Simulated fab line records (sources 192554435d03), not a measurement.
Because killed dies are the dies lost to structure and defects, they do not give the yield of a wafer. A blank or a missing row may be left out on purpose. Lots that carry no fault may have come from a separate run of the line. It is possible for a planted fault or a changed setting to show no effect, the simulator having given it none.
The tool behind it: which one? ; flow n5Finfet ; 11 lots, 32 wafers sampled, at 5 steps of a route of 1938

## WHAT THE GAUGES READ, wafer by wafer
N5_BEOL_M11_INSPECT_58: inspects for defects (darkfield).
lot;measured;on;rawDefectCount
L550;day 10 17:07;defectInspect-01;43 64 49
L551;day 10 18:22;defectInspect-02;54 56 37
L552;day 11 01:41;defectInspect-02;48 76 42
L560;day 13 06:41;defectInspect-02;68 96 76
L561;day 13 13:26;defectInspect-02;70 99 59
L562;day 13 12:22;defectInspect-02;47 47 83
L566;day 14 15:35;defectInspect-02;121 97 63
L565;day 14 23:25;defectInspect-02;71 84 69
L567;day 15 01:39;defectInspect-02;103 35
L571;day 15 17:49;defectInspect-02;53 119 50
L572;day 15 23:58;defectInspect-02;61 86 60

## WHAT TOOL EACH LOT RAN ON (gives the tool, then ch and the chambers of the sampled wafers, and finally the start)
lot;N5_BEOL_M11_PECVD_70;N5_BEOL_M11_PRE_CLEAN_45;N5_BEOL_M11_SPUTTER_48;N5_BEOL_M11_CMP_52
L550;pecvd-02 ch 0,1,2, day 10 10:37;pvdSputter-03, day 10 14:43;pvdSputter-03, day 10 15:38;cmp-04 ch 0,3, day 10 16:41
L551;pecvd-03 ch 0,1, day 10 12:22;pvdSputter-03, day 10 15:50;pvdSputter-02, day 10 16:55;cmp-04 ch 1,3, day 10 17:55
L552;pecvd-03 ch 0,1,2, day 10 17:09;pvdSputter-03, day 10 23:22;pvdSputter-03, day 11 00:04;cmp-01 ch 1,2,3, day 11 01:17
L560;pecvd-03 ch 0,1, day 12 22:40;pvdSputter-03, day 13 04:20;pvdSputter-03, day 13 05:04;cmp-03 ch 0,1,3, day 13 06:16
L561;pecvd-03 ch 0,2, day 13 05:39;pvdSputter-01, day 13 11:31;pvdSputter-01, day 13 12:23;cmp-04 ch 0,1,2, day 13 12:59
L562;pecvd-02 ch 0,1,2, day 13 07:22;pvdSputter-03, day 13 10:43;pvdSputter-01, day 13 11:16;cmp-01 ch 1,2,3, day 13 11:55
L566;pecvd-02 ch 0,1,2, day 14 08:13;pvdSputter-01, day 14 13:09;pvdSputter-01, day 14 14:37;cmp-04 ch 0,2,3, day 14 15:08
L565;pecvd-01 ch 0,1,2, day 14 14:51;pvdSputter-03, day 14 20:53;pvdSputter-01, day 14 22:25;cmp-03 ch 0,3, day 14 22:58
L567;pecvd-01 ch 2, day 14 18:54;pvdSputter-03, day 14 23:39;pvdSputter-02, day 15 00:29;cmp-01 ch 1,2, day 15 01:12
L571;pecvd-01 ch 0,1,2, day 15 11:34;pvdSputter-02, day 15 16:00;pvdSputter-01, day 15 16:35;cmp-04 ch 0,2,3, day 15 17:20
L572;pecvd-01 ch 0,1,2, day 15 15:30;pvdSputter-01, day 15 22:17;pvdSputter-01, day 15 22:59;cmp-04 ch 0,1,2, day 15 23:32
- N5_BEOL_M11_PECVD_70: deposits SiO2 from TEOS/O2, target thk 20 nm, time 22.7 s.
- N5_BEOL_M11_PRE_CLEAN_45: time 30 s.
- N5_BEOL_M11_SPUTTER_48: material Cu, target thk 12 nm, time 2 s.
- N5_BEOL_M11_CMP_52: polishes, stops on SiCOH lowk, t overpolish 7 s, target thk 140 nm.

## THE ANSWER, worked out from the rows above alone
Rule: the usual values come from the lots themselves. Put in order of their means at a reading, lots are off if they are a third of the lots or fewer, leave a main group of 4 or more, and stand apart from it by a gap of 3 or more times the standard deviation of the main group's means; of several such gaps the widest counts. A main group whose means are all the same, to the digits that the tables above print for the reading, isn't used. Also off: a lot with no number at a reading for which 4 or more lots have one. Any other lot the step has rows for is counted as sound.
No lot is off on any of the readings shown, so nothing can be concluded from this.

## WHAT HAD BEEN PUT IN BY THE SIMULATOR
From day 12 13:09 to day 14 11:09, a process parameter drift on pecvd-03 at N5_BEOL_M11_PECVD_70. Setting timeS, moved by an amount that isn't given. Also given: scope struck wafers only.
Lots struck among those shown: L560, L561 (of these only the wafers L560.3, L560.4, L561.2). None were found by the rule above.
